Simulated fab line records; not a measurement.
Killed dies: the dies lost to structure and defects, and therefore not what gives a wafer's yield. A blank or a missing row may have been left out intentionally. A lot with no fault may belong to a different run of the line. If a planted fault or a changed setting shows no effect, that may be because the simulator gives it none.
A single fault, viewed from 2 desks	flow n5 finfet	each desk holds nothing but its own numbers, with what lay behind them at the end

== METROLOGY DESK ==
What the gauges read for every lot (on any tool): the sampled wafers with a number, averaged. A lot is out of limits, marked OUT, if its mean lies more than 4 standard deviations from the usual mean; the brackets give that distance. Only the readings that lie furthest out on some lot appear, 7 of the 10 it has.
Columns: A = DIBL_N at N5_BEOL_M4_RC_MEAS_101, usual 36.9 mV/V; B = DIBL_P at N5_BEOL_M4_RC_MEAS_101, usual 36.7 mV/V; C = IOFF_N at N5_BEOL_M4_RC_MEAS_101, usual 0.17 nA/um; D = ION_N at N5_BEOL_M4_RC_MEAS_101, usual 674 uA/um; E = ION_P at N5_BEOL_M4_RC_MEAS_101, usual 461 uA/um; F = SS_N at N5_BEOL_M4_RC_MEAS_101, usual 71.7 mV/dec; G = VT_N at N5_BEOL_M4_RC_MEAS_101, usual 249 mV
lot	first seen here	A	B	C	D	E	F	G
L598	day 9 05:07	38.6	39.6	0.23	688	456	72.6	246
L600	day 9 20:24	38.7	36.3	0.19	680	458	71.9	246
L609	day 12 07:05	36.2	35.9	0.15	669	463	71.3	250
L613	day 13 05:02	34.2	33.2	0.12	655	451	71.5	254
Result from this desk: across the 4 lots, nothing is out of limits.

== THE TOOL OWNER'S DESK: ald sin-03 ==
The tool's own readings at N5_BEOL_M0_SAQP_ALD_48 (deposits SiO2, target thk 20 nm, pulse time 1 s, co reactant pulse time 1 s): means of the sampled wafers that have a number, for each lot that ran on this tool. A lot is out of limits, marked OUT, if its mean lies more than 4 standard deviations from the usual mean; the brackets give that distance.
Columns: A = heater power w at N5_BEOL_M0_SAQP_ALD_48, usual 81 W; B = precursor pulse height rel at N5_BEOL_M0_SAQP_ALD_48, usual 0.998
lot	first seen here	A	B
L598	day 7 07:35	85	0.993
L600	day 7 18:28	83	0.991
L613	day 10 22:06	82	1.008
Result from this desk: across the 3 lots, nothing is out of limits.

== PUT TOGETHER ==
The metrology desk saw nothing out of limits.
The tool owner's desk saw nothing out of limits.

== WHAT WAS PUT IN BY THE SIMULATOR ==
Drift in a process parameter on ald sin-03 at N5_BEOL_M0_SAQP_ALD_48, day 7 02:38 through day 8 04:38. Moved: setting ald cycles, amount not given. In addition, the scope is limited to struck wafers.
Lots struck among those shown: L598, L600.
